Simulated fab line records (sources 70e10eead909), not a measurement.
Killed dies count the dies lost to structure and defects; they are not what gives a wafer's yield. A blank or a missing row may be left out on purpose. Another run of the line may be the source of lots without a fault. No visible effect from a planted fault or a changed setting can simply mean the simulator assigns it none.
Which tool was responsible? | flow nand harc | 21 lots, 63 wafers sampled, at 6 steps of a route of 1302

== WHAT THE GAUGES READ, wafer by wafer ==
No reading from a measuring or inspecting step in the record can be judged against a usual standard deviation.

== WHAT TOOL EACH LOT RAN ON (gives the tool, then ch and the chambers of the sampled wafers, and finally the start) ==
lot  | NHARC_A_STAIRCASE_STRIP_295                   | NHARC_A_STAIRCASE_STRIP_476        | NHARC_A_STAIRCASE_STRIP_446          | NHARC_A_SGD_CUT_DEP_00          | NHARC_A_SGD_CUT_DESCUM_14          | NHARC_A_SGD_CUT_ETCH_59
L075 | rie diel-10 ch 0,1,2, day 17 15:25 or earlier | rie diel-03 ch 0,3, day 17 15:25   | plasma asher-01 ch 0,1, day 19 12:22 | pecvd-02 ch 0,2, day 19 15:18   | rie diel-05 ch 0,2, day 19 16:10   | rie diel-05 ch 0,1,3, no start
L074 | rie diel-03 ch 0,1,3, day 17 16:46 or earlier | rie diel-03 ch 1,3, day 17 16:46   | plasma asher-02 ch 0,1, day 19 12:10 | pecvd-01 ch 0,2, day 19 15:04   | rie diel-06 ch 1,2,3, day 19 15:59 | rie diel-06 ch 0,2,3, no start
L076 | rie diel-09 ch 0,1,3, day 18 08:47 or earlier | rie diel-10 ch 0,2,3, day 18 08:47 | plasma asher-02 ch 0,1, day 20 05:03 | pecvd-02 ch 1,2, day 20 07:53   | rie diel-08 ch 0,2,3, day 20 08:48 | rie diel-08 ch 1,2,3, no start
L078 | rie diel-10 ch 1,3, day 18 10:02 or earlier   | rie diel-09 ch 0,1,2, day 18 10:02 | plasma asher-01 ch 0,1, day 20 04:54 | pecvd-01 ch 0,1,2, day 20 07:46 | rie diel-06 ch 0,1,2, day 20 08:32 | rie diel-06 ch 0,1,2, no start
L077 | rie diel-10 ch 0,1,2, day 18 14:49 or earlier | rie diel-09 ch 1,2,3, day 18 14:49 | plasma asher-02 ch 0,1, day 20 12:02 | pecvd-04 ch 0,1,2, day 20 14:43 | rie diel-05 ch 0,1,2, day 20 15:37 | rie diel-05 ch 1,2,3, no start
L080 | rie diel-09 ch 2,3, day 19 21:20 or earlier   | rie diel-10 ch 1,2,3, day 19 21:20 | plasma asher-01 ch 0,1, day 22 04:09 | pecvd-04 ch 0,1, day 22 06:51   | rie diel-06 ch 0,1,2, day 22 07:45 | rie diel-06 ch 0,1,2, no start
L081 | rie diel-10 ch 0,3, day 20 00:43 or earlier   | rie diel-03 ch 0,3, day 20 00:43   | plasma asher-02 ch 1, day 22 03:56   | pecvd-02 ch 0,1, day 22 06:37   | rie diel-05 ch 0,2, day 22 07:32   | rie diel-05 ch 0,2, no start
L082 | rie diel-10 ch 0,2, day 20 23:26 or earlier   | rie diel-03 ch 0,1,2, day 20 23:26 | plasma asher-02 ch 0,1, day 23 00:07 | pecvd-04 ch 1,2, day 23 02:50   | rie diel-06 ch 1,2, day 23 03:41   | rie diel-06 ch 1,2,3, no start
L084 | rie diel-09 ch 0,1,2, day 21 16:44 or earlier | rie diel-03 ch 0,2, day 21 16:44   | plasma asher-01 ch 0,1, day 23 12:34 | pecvd-01 ch 0,1, day 23 15:17   | rie diel-05 ch 0,2,3, day 23 16:13 | rie diel-05 ch 0,1,3, no start
L086 | rie diel-10 ch 0,1,3, day 22 02:46 or earlier | rie diel-03 ch 0,1,3, day 22 02:46 | plasma asher-01 ch 0,1, day 24 06:40 | pecvd-01 ch 0,1, day 24 09:20   | rie diel-08 ch 2,3, day 24 10:16   | rie diel-08 ch 0,3, no start
L087 | rie diel-03 ch 1,2, day 22 07:17 or earlier   | rie diel-03 ch 0,3, day 22 07:17   | plasma asher-01 ch 0,1, day 24 01:56 | pecvd-04 ch 0,1, day 24 04:37   | rie diel-08 ch 0,2,3, day 24 05:30 | rie diel-08 ch 0,1,3, no start
L085 | rie diel-10 ch 2,3, day 22 07:28 or earlier   | rie diel-03 ch 2,3, day 22 07:28   | plasma asher-02 ch 0,1, day 24 02:21 | pecvd-04 ch 0,2, day 24 05:03   | rie diel-06 ch 0,2,3, day 24 05:58 | rie diel-06 ch 0,1,2, no start
L088 | rie diel-03 ch 2,3, day 23 00:40 or earlier   | rie diel-03 ch 2,3, day 23 00:40   | plasma asher-01 ch 0,1, day 24 23:37 | pecvd-02 ch 0,2, day 25 02:09   | rie diel-06 ch 0,3, day 25 02:54   | rie diel-06 ch 1,2, no start
L089 | rie diel-03 ch 1,2, day 23 12:52 or earlier   | rie diel-10 ch 0,1,2, day 23 12:52 | plasma asher-01 ch 0, day 25 06:52   | pecvd-02 ch 1,2, day 25 09:32   | rie diel-08 ch 1,3, day 25 10:27   | rie diel-08 ch 1,2,3, no start
L090 | rie diel-10 ch 2,3, day 24 05:36 or earlier   | rie diel-09 ch 0,2,3, day 24 05:36 | plasma asher-01 ch 0,1, day 26 07:09 | pecvd-02 ch 1,2, day 26 09:52   | rie diel-05 ch 0,2,3, day 26 10:46 | rie diel-05 ch 1,2,3, no start
L092 | rie diel-09 ch 0,2, day 24 12:29 or earlier   | rie diel-03 ch 0,3, day 24 12:29   | plasma asher-01 ch 0,1, day 26 10:08 | pecvd-01 ch 0,1,2, day 26 12:48 | rie diel-08 ch 1,2,3, day 26 13:43 | rie diel-08 ch 1,3, no start
L093 | rie diel-03 ch 2,3, day 25 14:45 or earlier   | rie diel-10 ch 1,2, day 25 14:45   | plasma asher-01 ch 0,1, day 27 12:58 | pecvd-02 ch 0,1,2, day 27 15:35 | rie diel-08 ch 0,1,2, day 27 16:18 | rie diel-08 ch 0,1,2, no start
L094 | rie diel-09 ch 0,1, day 25 18:28 or earlier   | rie diel-09 ch 0,2,3, day 25 18:28 | plasma asher-01 ch 1, day 27 19:43   | pecvd-04 ch 0,2, day 27 22:22   | rie diel-05 ch 1,2,3, day 27 23:16 | rie diel-05 ch 0,2, no start
L095 | rie diel-09 ch 0,1,2, day 26 01:27 or earlier | rie diel-09 ch 0,2,3, day 26 01:27 | plasma asher-01 ch 0,1, day 27 19:29 | pecvd-04 ch 0,1, day 27 22:09   | rie diel-06 ch 0,3, day 27 23:04   | rie diel-06 ch 0,1, no start
L097 | rie diel-10 ch 2,3, day 26 15:22 or earlier   | rie diel-09 ch 2,3, day 26 15:22   | plasma asher-01 ch 0,1, day 28 10:47 | pecvd-01 ch 1,2, day 28 13:25   | rie diel-05 ch 0,2,3, day 28 14:17 | rie diel-05 ch 0,2,3, no start
L096 | rie diel-09 ch 1,3, day 26 19:04 or earlier   | rie diel-03 ch 0,1,2, day 26 19:04 | plasma asher-02 ch 0,1, day 28 10:57 | pecvd-02 ch 0,1,2, day 28 13:42 | rie diel-08 ch 0,1, day 28 14:35   | rie diel-08 ch 0,2,3, no start
- NHARC_A_STAIRCASE_STRIP_295: strips in O2.
- NHARC_A_STAIRCASE_STRIP_476: strips in O2, time 20 s.
- NHARC_A_STAIRCASE_STRIP_446: strips in O2.
- NHARC_A_SGD_CUT_DEP_00: deposits SiNx, target thk 50 nm.
- NHARC_A_SGD_CUT_DESCUM_14: chemistry O2, time 3 s.
- NHARC_A_SGD_CUT_ETCH_59: etches the open film in N2/H2, target depth 260 nm, time 406.25 s.

== WHAT THE TOOLS THEMSELVES READ (means of the sampled wafers that have a number; where no wafer has one, the mark that the record gives instead) ==
NHARC_A_STAIRCASE_STRIP_295. Usual: drypump motor current A 5.6 A, standard deviation 0.5; mfc ar sccm 0.006 sccm, standard deviation 0.0092; oes product au 0.999 a.u., standard deviation 0.01; rf vpp V 57.8 V, standard deviation 0.89; showerhead plenum p Torr 3.54 Torr, standard deviation 0.11; throttle valve pct 17.037 %, standard deviation 0.0091.
lot  | tool        | drypump motor current A (A) | mfc ar sccm (sccm) | oes product au (a.u.) | rf vpp V (V) | showerhead plenum p Torr (Torr) | throttle valve pct (%) | flag
L075 | rie diel-10 | 6.0                         | 0.008              | 1.004                 | 57.9         | 3.61                            | 17.029                 |
L074 | rie diel-03 | 5.9                         | 0.013              | 1.001                 | 57.3         | 3.46                            | 17.038                 |
L076 | rie diel-09 | 5.6                         | 0.000              | 1.005                 | 58.1         | 3.58                            | 17.031                 |
L078 | rie diel-10 | 5.9                         | 0.005              | 1.001                 | 57.4         | 3.52                            | 17.037                 |
L077 | rie diel-10 | 6.0                         | 0.008              | 0.999                 | 57.9         | 3.61                            | 17.038                 |
L080 | rie diel-09 | 5.4                         | 0.000              | 1.016                 | 57.7         | 3.48                            | 17.035                 |
L081 | rie diel-10 | 5.2                         | 0.011              | 0.996                 | 57.2         | 3.53                            | 17.038                 |
L082 | rie diel-10 | 5.6                         | 0.011              | 0.993                 | 57.9         | 3.60                            | 17.036                 |
L084 | rie diel-09 | 5.5                         | 0.000              | 1.009                 | 58.4         | 3.50                            | 17.037                 |
L086 | rie diel-10 | 5.5                         | 0.008              | 0.995                 | 56.9         | 3.51                            | 17.033                 |
L087 | rie diel-03 | 5.6                         | 0.009              | 0.991                 | 57.8         | 3.46                            | 17.039                 |
L085 | rie diel-10 | 5.2                         | 0.000              | 0.987                 | 58.0         | 3.57                            | 17.043                 |
L088 | rie diel-03 | 5.6                         | 0.020              | 0.999                 | 58.3         | 3.66                            | 17.031                 |
L089 | rie diel-03 | 5.5                         | 0.011              | 0.993                 | 58.4         | 3.55                            | 17.035                 |
L090 | rie diel-10 | 5.2                         | 0.000              | 0.990                 | 58.2         | 3.56                            | 17.048                 |
L092 | rie diel-09 | 5.2                         | 0.000              | 1.000                 | 57.2         | 3.43                            | 17.047                 |
L093 | rie diel-03 | 5.6                         | 0.020              | 1.007                 | 58.5         | 3.65                            | 17.038                 |
L094 | rie diel-09 | 5.5                         | 0.000              | 1.007                 | 58.1         | 3.51                            | 17.038                 |
L095 | rie diel-09 | 5.5                         | 0.000              | 0.989                 | 57.3         | 3.49                            | 17.041                 |
L097 | rie diel-10 | 5.2                         | 0.000              | 1.011                 | 58.2         | 3.56                            | 17.039                 |
L096 | rie diel-09 | 5.8                         | 0.000              | 1.001                 | 58.3         | 3.59                            | 17.031                 |

NHARC_A_STAIRCASE_STRIP_476. Usual: drypump motor current A 5.7 A, standard deviation 0.4; mfc ar sccm 0.008 sccm, standard deviation 0.011; oes product au 1.000 a.u., standard deviation 0.0091; rf vpp V 57.7 V, standard deviation 0.85; showerhead plenum p Torr 3.52 Torr, standard deviation 0.13; throttle valve pct 17.035 %, standard deviation 0.0087.
lot  | tool        | drypump motor current A (A) | mfc ar sccm (sccm) | oes product au (a.u.) | rf vpp V (V) | showerhead plenum p Torr (Torr) | throttle valve pct (%) | flag
L075 | rie diel-03 | 5.9                         | 0.022              | 0.999                 | 57.7         | 3.56                            | 17.043                 |
L074 | rie diel-03 | 5.8                         | 0.015              | 1.000                 | 57.9         | 3.47                            | 17.034                 |
L076 | rie diel-10 | 5.4                         | 0.006              | 0.996                 | 57.9         | 3.60                            | 17.033                 |
L078 | rie diel-09 | 5.5                         | 0.000              | 1.009                 | 58.4         | 3.52                            | 17.037                 |
L077 | rie diel-09 | 5.6                         | 0.000              | 1.009                 | 57.3         | 3.56                            | 17.037                 |
L080 | rie diel-10 | 5.7                         | 0.003              | 0.998                 | 58.2         | 3.59                            | 17.035                 |
L081 | rie diel-03 | 6.0                         | 0.011              | 1.001                 | 57.3         | 3.44                            | 17.034                 |
L082 | rie diel-03 | 5.7                         | 0.007              | 0.996                 | 57.4         | 3.45                            | 17.035                 |
L084 | rie diel-03 | 5.6                         | 0.009              | 1.009                 | 58.3         | 3.55                            | 17.033                 |
L086 | rie diel-03 | 5.9                         | 0.013              | 1.003                 | 57.5         | 3.44                            | 17.037                 |
L087 | rie diel-03 | 6.0                         | 0.011              | 1.005                 | 56.9         | 3.43                            | 17.034                 |
L085 | rie diel-03 | 5.6                         | 0.020              | 1.005                 | 58.1         | 3.66                            | 17.030                 |
L088 | rie diel-03 | 5.7                         | 0.027              | 1.008                 | 58.2         | 3.65                            | 17.042                 |
L089 | rie diel-10 | 6.0                         | 0.008              | 1.002                 | 57.6         | 3.59                            | 17.034                 |
L090 | rie diel-09 | 5.3                         | 0.000              | 1.000                 | 57.9         | 3.48                            | 17.041                 |
L092 | rie diel-03 | 6.0                         | 0.011              | 1.007                 | 57.4         | 3.42                            | 17.032                 |
L093 | rie diel-10 | 6.2                         | 0.003              | 0.987                 | 57.6         | 3.64                            | 17.042                 |
L094 | rie diel-09 | 5.3                         | 0.000              | 1.004                 | 57.3         | 3.48                            | 17.033                 |
L095 | rie diel-09 | 5.3                         | 0.000              | 1.000                 | 57.7         | 3.47                            | 17.033                 |
L097 | rie diel-09 | 5.4                         | 0.000              | 1.002                 | 56.9         | 3.45                            | 17.038                 |
L096 | rie diel-03 | 5.7                         | 0.007              | 1.011                 | 57.6         | 3.43                            | 17.040                 |

NHARC_A_STAIRCASE_STRIP_446. Usual: drypump motor current A 5.3 A, standard deviation 0.45; heater power w 347 W, standard deviation 12.
lot  | tool            | drypump motor current A (A) | heater power w (W) | flag
L075 | plasma asher-01 | 5.0                         | 361                |
L074 | plasma asher-02 | 5.8                         | 329                |
L076 | plasma asher-02 | 5.8                         | 323                |
L078 | plasma asher-01 | 5.0                         | 356                |
L077 | plasma asher-02 | 5.8                         | 332                |
L080 | plasma asher-01 | 5.0                         | 355                |
L081 | plasma asher-02 | 5.9                         | 341                |
L082 | plasma asher-02 | 5.8                         | 335                |
L084 | plasma asher-01 | 5.0                         | 355                |
L086 | plasma asher-01 | 5.0                         | 354                |
L087 | plasma asher-01 | 4.9                         | 347                |
L085 | plasma asher-02 | 5.7                         | 331                |
L088 | plasma asher-01 | 5.0                         | 355                |
L089 | plasma asher-01 | 4.7                         | 349                |
L090 | plasma asher-01 | 4.9                         | 350                |
L092 | plasma asher-01 | 5.0                         | 353                |
L093 | plasma asher-01 | 4.9                         | 357                |
L094 | plasma asher-01 | 5.2                         | 354                |
L095 | plasma asher-01 | 4.9                         | 350                |
L097 | plasma asher-01 | 4.9                         | 351                |
L096 | plasma asher-02 | 5.8                         | 348                |

NHARC_A_SGD_CUT_DEP_00. Usual: heater power w 738 W, standard deviation 100.
lot  | tool     | heater power w (W) | flag
L075 | pecvd-02 | 729                |
L074 | pecvd-01 | 779                |
L076 | pecvd-02 | 716                |
L078 | pecvd-01 | 757                |
L077 | pecvd-04 | 727                |
L080 | pecvd-04 | 817                |
L081 | pecvd-02 | 722                |
L082 | pecvd-04 | 788                |
L084 | pecvd-01 | 912                |
L086 | pecvd-01 | 888                |
L087 | pecvd-04 | 742                |
L085 | pecvd-04 | 657                |
L088 | pecvd-02 | 680                |
L089 | pecvd-02 | 753                |
L090 | pecvd-02 | 757                |
L092 | pecvd-01 | 756                |
L093 | pecvd-02 | 732                |
L094 | pecvd-04 | 691                |
L095 | pecvd-04 | 786                |
L097 | pecvd-01 | 802                |
L096 | pecvd-02 | 718                |

NHARC_A_SGD_CUT_DESCUM_14. Usual: drypump motor current A 5.9 A, standard deviation 0.52; mfc ar sccm 0.013 sccm, standard deviation 0.015; oes product au 0.997 a.u., standard deviation 0.0098; rf vpp V 57.8 V, standard deviation 0.83; showerhead plenum p Torr 1.88 Torr, standard deviation 0.069; throttle valve pct 11.311 %, standard deviation 0.0099.
lot  | tool        | drypump motor current A (A) | mfc ar sccm (sccm) | oes product au (a.u.) | rf vpp V (V) | showerhead plenum p Torr (Torr) | throttle valve pct (%) | flag
L075 | rie diel-05 | 6.1                         | 0.003              | 1.007                 | 57.9         | 1.95                            | 11.309                 |
L074 | rie diel-06 | 5.7                         | 0.013              | 1.004                 | 57.8         | 1.82                            | 11.316                 |
L076 | rie diel-08 | 5.6                         | 0.013              | 0.994                 | 57.9         | 1.90                            | 11.321                 |
L078 | rie diel-06 | 6.3                         | 0.000              | 0.995                 | 57.5         | 1.83                            | 11.306                 |
L077 | rie diel-05 | 6.1                         | 0.012              | 1.003                 | 58.2         | 1.92                            | 11.312                 |
L080 | rie diel-06 | 6.4                         | 0.000              | 0.992                 | 57.4         | 1.83                            | 11.300                 |
L081 | rie diel-05 | 6.1                         | 0.003              | 1.002                 | 57.2         | 1.95                            | 11.318                 |
L082 | rie diel-06 | 6.1                         | 0.000              | 1.003                 | 58.0         | 1.85                            | 11.321                 |
L084 | rie diel-05 | 6.2                         | 0.010              | 1.007                 | 57.5         | 1.97                            | 11.313                 |
L086 | rie diel-08 | 5.9                         | 0.000              | 0.994                 | 58.0         | 1.91                            | 11.306                 |
L087 | rie diel-08 | 5.6                         | 0.013              | 0.992                 | 58.7         | 1.90                            | 11.313                 |
L085 | rie diel-06 | 5.9                         | 0.013              | 1.001                 | 57.9         | 1.83                            | 11.310                 |
L088 | rie diel-06 | 6.2                         | 0.013              | 0.994                 | 57.2         | 1.82                            | 11.321                 |
L089 | rie diel-08 | 6.0                         | 0.004              | 0.987                 | 58.7         | 1.92                            | 11.309                 |
L090 | rie diel-05 | 6.2                         | 0.010              | 1.000                 | 58.9         | 1.97                            | 11.312                 |
L092 | rie diel-08 | 6.0                         | 0.004              | 1.005                 | 58.3         | 1.89                            | 11.322                 |
L093 | rie diel-08 | 5.8                         | 0.017              | 0.996                 | 57.2         | 1.85                            | 11.311                 |
L094 | rie diel-05 | 6.2                         | 0.019              | 1.002                 | 58.2         | 1.94                            | 11.306                 |
L095 | rie diel-06 | 6.2                         | 0.013              | 0.989                 | 57.8         | 1.82                            | 11.318                 |
L097 | rie diel-05 | 6.1                         | 0.010              | 0.998                 | 57.6         | 1.97                            | 11.315                 |
L096 | rie diel-08 | 5.5                         | 0.030              | 0.999                 | 57.9         | 1.84                            | 11.303                 |

NHARC_A_SGD_CUT_ETCH_59. Usual: value, then standard deviation, for each; drypump motor current A 6.0 A / 0.52; h2 flow sccm 150.0 sccm / 0.46; mfc ar sccm 0.012 sccm / 0.015; oes product au 0.997 a.u. / 0.01; rf vpp V 429.4 V / 2.3; showerhead plenum p Torr 2.00 Torr / 0.074; throttle valve pct 14.170 % / 0.0088.
lot  | tool        | drypump motor current A (A) | h2 flow sccm (sccm) | mfc ar sccm (sccm) | oes product au (a.u.) | rf vpp V (V) | showerhead plenum p Torr (Torr) | throttle valve pct (%) | flag
L075 | rie diel-05 | 6.0                         | 150.0               | 0.016              | 1.002                 | 430.9        | 2.05                            | 14.160                 |
L074 | rie diel-06 | 5.9                         | 149.8               | 0.013              | 1.002                 | 428.2        | 1.95                            | 14.170                 |
L076 | rie diel-08 | 6.0                         | 150.1               | 0.004              | 0.992                 | 429.6        | 2.02                            | 14.171                 |
L078 | rie diel-06 | 6.3                         | 150.0               | 0.000              | 0.999                 | 427.7        | 1.95                            | 14.175                 |
L077 | rie diel-05 | 6.2                         | 149.9               | 0.019              | 0.995                 | 431.2        | 2.07                            | 14.168                 |
L080 | rie diel-06 | 6.3                         | 149.7               | 0.000              | 0.993                 | 427.5        | 1.95                            | 14.181                 |
L081 | rie diel-05 | 6.2                         | 150.2               | 0.005              | 1.005                 | 432.4        | 2.10                            | 14.172                 |
L082 | rie diel-06 | 5.7                         | 150.2               | 0.013              | 1.002                 | 427.1        | 1.93                            | 14.172                 |
L084 | rie diel-05 | 6.0                         | 150.3               | 0.016              | 0.997                 | 430.3        | 2.05                            | 14.166                 |
L086 | rie diel-08 | 5.2                         | 149.8               | 0.025              | 0.993                 | 430.6        | 2.02                            | 14.173                 |
L087 | rie diel-08 | 5.7                         | 150.6               | 0.017              | 0.987                 | 428.8        | 2.01                            | 14.165                 |
L085 | rie diel-06 | 6.4                         | 150.3               | 0.000              | 1.000                 | 427.6        | 1.94                            | 14.165                 |
L088 | rie diel-06 | 6.1                         | 149.5               | 0.000              | 0.998                 | 428.4        | 1.96                            | 14.173                 |
L089 | rie diel-08 | 6.0                         | 150.1               | 0.004              | 0.998                 | 429.5        | 2.02                            | 14.174                 |
L090 | rie diel-05 | 6.2                         | 150.1               | 0.019              | 0.997                 | 431.3        | 2.07                            | 14.162                 |
L092 | rie diel-08 | 6.0                         | 150.1               | 0.004              | 0.990                 | 431.0        | 2.05                            | 14.175                 |
L093 | rie diel-08 | 5.8                         | 150.1               | 0.017              | 0.996                 | 428.0        | 1.97                            | 14.173                 |
L094 | rie diel-05 | 6.1                         | 150.2               | 0.003              | 1.008                 | 432.2        | 2.07                            | 14.162                 |
L095 | rie diel-06 | 6.6                         | 150.2               | 0.000              | 0.990                 | 427.3        | 1.92                            | 14.169                 |
L097 | rie diel-05 | 6.2                         | 150.2               | 0.010              | 1.007                 | 431.6        | 2.09                            | 14.174                 |
L096 | rie diel-08 | 5.6                         | 150.1               | 0.013              | 0.991                 | 430.2        | 2.02                            | 14.180                 |

== THE ANSWER, worked out from the rows above alone ==
Rule: take the mean of a lot's wafers that have a number; if it is more than 3 standard deviations from the usual mean, the lot is off. A lot without any number at a reading at which 4 lots or more have one is off too. Any other lot the step has rows for is counted as sound. Order of review: gauges by route order, followed by the tools' own readings, for which a lot's mean as printed above is used. At the first step where some lot is off, the reading lying furthest off is the one used; lots without a number count as furthest.
None of the lots is off at any reading shown; this tells nothing.

== WHAT THE SIMULATOR HAD PUT IN ==
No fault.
